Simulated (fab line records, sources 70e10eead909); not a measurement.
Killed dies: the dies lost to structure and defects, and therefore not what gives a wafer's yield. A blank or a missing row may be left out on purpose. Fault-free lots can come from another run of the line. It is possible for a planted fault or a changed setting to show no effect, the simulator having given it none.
A lot that was struck, set against a sound lot ; flow nand_harc ; 26 out of 1302 route steps
Sound: wafers L288.1, L288.3, L288.5. The struck wafers were L294.3, L294.4, L294.5. Last of all comes the cause.
Each step with rows lists, per side, the tool, then ch with its chambers, then its first start. Under that, the readings that differ: sound wafers ; struck wafers ; difference of the means ; sigmas: that difference in standard deviations of wafers without a fault.
alike: a reading whose means differ by less than 2 such deviations, as well as words and numbers matching on both sides. not compared: withheld readings; readings where some wafer has no value; bounds like >300 that might hide an equal value; numbers whose values overlap and for which the record gives no deviation.
Wherever a step has rows on one side only, a row that says differs or no value, or a row with sigmas, the two part there. Non-overlapping numbers with no deviation appear without sigmas and do not part them. Lack of a reading on every wafer of one side parts them only where that side has two or more wafers.

first, 5 steps without rows for these wafers: NHARC_P_GATE_STRIP_15 (strips in SPM, time 780 s); NHARC_P_GATE_PRECLEAN_71 (cleans in SC1); NHARC_P_GATE_SRD_72; NHARC_P_GATE_OXIDE_16 (material SiO2, target thk 3 nm, ox time 392 s); NHARC_P_GATE_CVD_17 (deposits poly-Si, target thk 150 nm, time 900 s).
NHARC_P_GATE_HM_DEP_102: deposits aC, target thk 120 nm.
  sound on acl_dep-01 ch 0, day 6 03:35; struck on acl_dep-03 ch 0, day 8 19:33
  alike: throttle_valve_pct
NHARC_P_GATE_DEP_103: deposits SiON, target thk 30 nm.
  sound on pecvd-01 ch 0,2, day 6 04:15; struck on pecvd-01 ch 0,1,2, day 8 19:59
  alike: heater_power_w
then, 5 steps without rows for these wafers: NHARC_P_GATE_DEHYDRATE_18 (time 120 s); NHARC_P_GATE_HMDS_19 (time 30 s); NHARC_P_GATE_COAT_20 (resist thk 90 nm); NHARC_P_GATE_SOFTBAKE_21 (time 55 s); NHARC_P_GATE_EBR_22.
NHARC_P_GATE_EXPOSE_23: exposes mask P GATE, target cd 120 nm.
  sound on arfi_scanner-02 ch 0, day 6 04:47; struck on arfi_scanner-02 ch 0, day 8 20:32
reading;sound;struck;difference;sigmas
mask;P_GATE#0 P_GATE#0 P_GATE#0;P_GATE_R1#0 P_GATE_R1#0 P_GATE_R1#0;differs;
then, 2 steps without rows for these wafers: NHARC_P_GATE_PEB_24 (peb time 65 s); NHARC_P_GATE_DEVELOP_25 (develop time 35 s).
NHARC_P_GATE_CD_MEAS_26: target cd 120 nm.
  sound on cd_sem-03 ch 0, day 6 04:56; struck on cd_sem-03 ch 0, day 8 20:41
reading;sound;struck;difference;sigmas
cd_nm (nm);119.3 120.1 120.0;100.4 99.9 100.3;-19.6;-50
NHARC_P_GATE_OVL_MEAS_27:
  struck on overlay-01, day 8 20:46; sound on overlay-02, day 6 05:01
  alike: overlay_x_nm, overlay_y_nm
NHARC_P_GATE_INSPECT_28:
  struck on defect_inspect-02, day 8 20:48; sound on defect_inspect-02, day 6 05:03
  alike: raw_defect_count
NHARC_P_GATE_DESCUM_31: chemistry O2, time 3 s.
  sound on rie_diel-12 ch 1,3, day 6 05:07; struck on rie_diel-06 ch 2,3, day 8 20:52
reading;sound;struck;difference;sigmas
oes_product_au (a.u.);0.997 1.009 1.013;0.971 0.983 0.987;-0.026;-3
model.P_GATE.cd_nm (nm);119.5 119.6 119.8;100.7 100.3 100.6;-19.1;
  alike: chamber_pressure_mTorr, drypump_motor_current_A, rf_vpp_V, showerhead_plenum_p_Torr, throttle_valve_pct
  not compared: rf_hours_counter_h
NHARC_P_GATE_ETCH_104: etches the open film in CF4/CHF3, target depth 60 nm.
  sound on rie_diel-12 ch 2,3, day 6 05:13; struck on rie_diel-06 ch 0,1,3, day 8 20:57
  alike: chamber_pressure_mTorr, drypump_motor_current_A, oes_product_au, rf_vpp_V, showerhead_plenum_p_Torr, throttle_valve_pct
NHARC_P_GATE_HM_OPEN_105: chemistry O2/COS, target depth 360 nm.
  sound: rie_diel-12 ch 1,2; struck: rie_diel-06 ch 0,1
  alike: chamber_pressure_mTorr, drypump_motor_current_A, oes_product_au, rf_vpp_V, showerhead_plenum_p_Torr, throttle_valve_pct
  not compared: rf_hours_counter_h
then, 1 step without rows for these wafers: NHARC_P_GATE_STRIP_106 (strips in O2/COS).
NHARC_P_GATE_ETCH_114: etches the open film in CF4/O2, target depth 30 nm, overetch 3 nm, time 16.5 s.
  sound on rie_diel-06 ch 1,2, day 6 05:31; struck on rie_diel-06 ch 2,3
  alike: chamber_pressure_mTorr, drypump_motor_current_A, oes_product_au, rf_vpp_V, showerhead_plenum_p_Torr, throttle_valve_pct
  not compared: rf_hours_counter_h
NHARC_P_GATE_ETCH_32: etches the open film in HBr/Cl2, target depth 150 nm, time 100.1 s.
  sound on rie_si-06 ch 1,3, day 6 05:37; struck on rie_si-01 ch 0,2,3, day 8 21:19
reading;sound;struck;difference;sigmas
model.P_GATE.cd_nm (nm);117.3 116.8 118.1;99.8 100.6 98.24;-17.9;
  alike: chamber_pressure_mTorr, drypump_motor_current_A, oes_product_au, throttle_valve_pct
  not compared: rf_hours_counter_h
then, 1 step without rows for these wafers: NHARC_P_GATE_STRIP_108 (strips in O2).
-- record jumps: 19 days between struck wafers' starts before vs after; left off in module P_GATE, resumes in module END, first step shown is number 1302 of the route --
NHARC_END_SORT_01:
  here the record holds rows for the struck wafers (prober-02 ch 0, day 27 18:13) but none for the sound ones

== WHERE THEY PART ==
First at NHARC_P_GATE_EXPOSE_23; last, within this record, at NHARC_END_SORT_01.

WHY: the cause the simulator had injected
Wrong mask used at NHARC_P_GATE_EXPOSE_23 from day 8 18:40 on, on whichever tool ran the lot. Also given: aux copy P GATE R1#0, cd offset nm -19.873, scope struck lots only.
